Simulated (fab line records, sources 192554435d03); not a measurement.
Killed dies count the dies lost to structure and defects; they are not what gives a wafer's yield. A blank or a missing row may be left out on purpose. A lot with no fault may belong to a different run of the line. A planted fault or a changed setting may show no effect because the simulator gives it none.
2 desks looking at one fault | flow n5-finfet | each desk has only its own numbers; what lay behind them comes last
Where a reading is given only as a bound, like >300, the bound stands for it, and a mean or a difference that rests on one is marked > or <: the true number lies beyond.

THE DEFECT DESK
Lot by lot, what the route's inspections counted, given as the mean of those sampled wafers with a number. Any lot whose mean is over 4 standard deviations away from the usual mean is out of limits and marked OUT; that distance is given in the brackets.
Columns: A = raw-defect-count at N5_WELL_APT_INSPECT_27, usual 2.1; B = raw-defect-count at N5_WELL_APT_INSPECT_38, usual 13
lot  | first seen here | A                      | B
L770 | day 2 08:44     | >300 (+99 or more) OUT | 492 (+94) OUT
L771 | day 2 15:19     | >300 (+99 or more) OUT | 511 (+98) OUT
L780 | day 4 20:56     | 1.3                    | 14
L790 | day 7 08:53     | 2.3                    | 15
This desk finds L770, L771 out of limits, L770 being first, at day 2 08:44 (raw-defect-count at N5_WELL_APT_INSPECT_27). L780, L790: within limits.

AT THE METROLOGY DESK
What the gauges read, lot by lot, whatever tool the lot ran on: means of the sampled wafers that have a number. Any lot whose mean is over 4 standard deviations away from the usual mean is out of limits and marked OUT; that distance is given in the brackets. Of its 10 readings 7 are shown: those that lie furthest out on some lot.
Columns: A = DIBL_N at N5_BEOL_M4_RC_MEAS_101, usual 36.0 mV/V; B = IOFF_N at N5_BEOL_M4_RC_MEAS_101, usual 0.160 nA/um; C = IOFF_P at N5_BEOL_M4_RC_MEAS_101, usual 0.21 nA/um; D = ION_P at N5_BEOL_M4_RC_MEAS_101, usual 464 uA/um; E = SS_P at N5_BEOL_M4_RC_MEAS_101, usual 73.3 mV/dec; F = VT_N at N5_BEOL_M4_RC_MEAS_101, usual 250 mV; G = VT_P at N5_BEOL_M4_RC_MEAS_101, usual -249 mV
lot  | first seen here | A    | B     | C    | D   | E    | F   | G
L770 | day 8 19:16     | 34.8 | 0.127 | 0.16 | 456 | 72.7 | 254 | -256
L771 | day 8 23:02     | 34.3 | 0.153 | 0.21 | 469 | 73.4 | 251 | -249
L780 | day 10 22:18    | 35.6 | 0.169 | 0.23 | 465 | 73.1 | 248 | -247
L790 | day 13 13:51    | 36.5 | 0.171 | 0.24 | 466 | 73.3 | 248 | -245
This desk's finding: nothing out of limits on any of the 4 lots.

ALL TOGETHER
The defect desk could have raised an alarm at day 2 08:44, on L770, L771.
At the metrology desk, nothing out of limits was observed.
The metrology desk holds a record of L770, L771, inside its limits.
The lots listed all ran N5_WELL_APT_STRIP_16 on wet-bench-04.

WHAT THE SIMULATOR PUT IN
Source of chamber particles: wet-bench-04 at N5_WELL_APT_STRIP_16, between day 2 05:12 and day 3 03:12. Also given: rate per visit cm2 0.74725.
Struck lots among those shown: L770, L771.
Hours from the fault's start to each desk's first reading out of limits: the defect desk, 4.
